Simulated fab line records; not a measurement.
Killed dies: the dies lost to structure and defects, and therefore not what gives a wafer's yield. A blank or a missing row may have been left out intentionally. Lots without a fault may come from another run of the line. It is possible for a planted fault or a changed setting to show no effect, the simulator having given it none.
A struck lot beside a sound one ; flow n5 finfet ; 15 out of 1938 route steps
Sound: the wafers L760.2, L760.3, L760.6. Wafers L772.1, L772.2, L772.4 were the ones struck. The cause comes at the end.
At each step with rows: each side's tool, then ch and its chambers, then its first start. Under that, the readings that differ: sound wafers ; struck wafers ; difference of the means ; sigmas: that difference in standard deviations of wafers without a fault.
alike: readings with means less than 2 such deviations apart, plus words and numbers identical on both sides. not compared: withheld readings, readings lacking a value on some wafer, bounds such as >300 that could conceal the same value, and numbers that have no deviation in the record and whose values overlap.
Wherever a step has rows on one side only, a row that says differs or no value, or a row with sigmas, the two part there. Non-overlapping numbers with no deviation appear without sigmas and do not part them. A reading missing from all wafers of one side parts the sides only when that side holds two or more wafers.

first, 1 step without rows for these wafers: N5_ILD0_CURE_02 (time 1800 s).
N5_ILD0_CMP_03: polishes, stops on SiNx, t overpolish 1.9 s, target thk 197.38 nm.
  sound on cmp-01 ch 2,3, day 4 05:56; struck on cmp-03 ch 0,1,2, day 7 03:11
  alike: motor current A, overpolish run s, time to endpoint s
N5_ILD0_THK_MEAS_04:
  struck on film metro-01, day 7 03:28; sound on film metro-02, day 4 06:14
  alike: thk nm
N5_ILD0_CMP_07: polishes SiO2 flowable, stops on poly-Si, t overpolish 1.18 s, target thk 138.88 nm.
  sound on cmp-02 ch 0,1,3, day 4 06:18; struck on cmp-02 ch 1,2,3, day 7 03:32
  alike: motor current A
N5_ILD0_THK_MEAS_08:
  struck on film metro-01, day 7 03:48; sound on film metro-02, day 4 06:34
  alike: thk nm
then, 1 step without rows for these wafers: N5_ILD0_PRECLEAN_10 (cleans in NF3:NH3, afs cycles 5, time 20 s, sublimation time 60 s).
N5_ILD0_ALD_15: deposits SiNx, target thk 24 nm, pulse time 1 s, ald cycles 480.
  sound on ald sin-04 ch 0,2, day 4 07:17; struck on ald sin-02 ch 1,2,3, day 7 05:11
  alike: heater power w, precursor pulse height rel, susceptor temp C
N5_ILD0_CMP_12: polishes SiNx, stops on poly-Si, t overpolish 6 s, target thk 17.67 nm.
  sound on cmp-01 ch 1,3, day 4 09:29; struck on cmp-01 ch 0,1,2, day 7 07:23
  alike: motor current A, overpolish run s, time to endpoint s
N5_ILD0_THK_MEAS_13:
  struck on film metro-01, day 7 07:41; sound on film metro-01, day 4 09:47
  alike: thk nm
N5_ILD0_INSPECT_06: inspects for defects (darkfield).
  struck on defect inspect-02, day 7 07:43; sound on defect inspect-01, day 4 09:49
  alike: raw defect count
N5_SDB_HM_DEP_00: deposits SiNx from SiH4/NH3/N2, target thk 40 nm, time 35.3 s.
  sound on pecvd-01 ch 0,1,2, day 4 09:50; struck on pecvd-01 ch 0,1,2, day 7 07:45
  alike: heater power w, showerhead plenum p Torr, susceptor temp C, throttle valve pct
then, 1 step without rows for these wafers: N5_SDB_COAT_03 (time 60 s, resist thk 100 nm).
N5_SDB_COAT_04: time 60 s, resist thk 18 nm.
  sound on litho track-04 ch 0, day 4 09:56; struck on litho track-04 ch 0, day 7 07:50
reading;sound;struck;difference;sigmas
heater power total W (W);431.0 430.2 428.5;463.6 465.2 465.9;+35.0;+15
run length s (s);66.46 66.34 66.37;59.34 59.43 59.35;-7.02;-58
then, 1 step without rows for these wafers: N5_SDB_COAT_05 (resist thk 90 nm).
-- the record jumps here: 11 days lie between the struck wafers' starts before and after (it left off in module SDB and takes up again in module PASSIVATION, whose first step shown is number 1936 of the route) --
N5_PASSIVATION_PROBE_49:
  struck on prober-01, day 18 02:35; sound on prober-02, day 13 15:39
reading;sound;struck;difference;sigmas
killed at contacts;4 5 9;28 12 17;+13;+2
  alike: killed_at_M0_to_M3, killed_at_M4_up, killed at front end, killed at other, killed dies, killed open, killed short

## WHERE THEY PART
First at N5_SDB_COAT_04; last, within this record, at N5_PASSIVATION_PROBE_49.

WHY: the cause the simulator had injected
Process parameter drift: litho track-04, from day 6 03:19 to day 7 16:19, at N5_SDB_COAT_04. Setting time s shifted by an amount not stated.
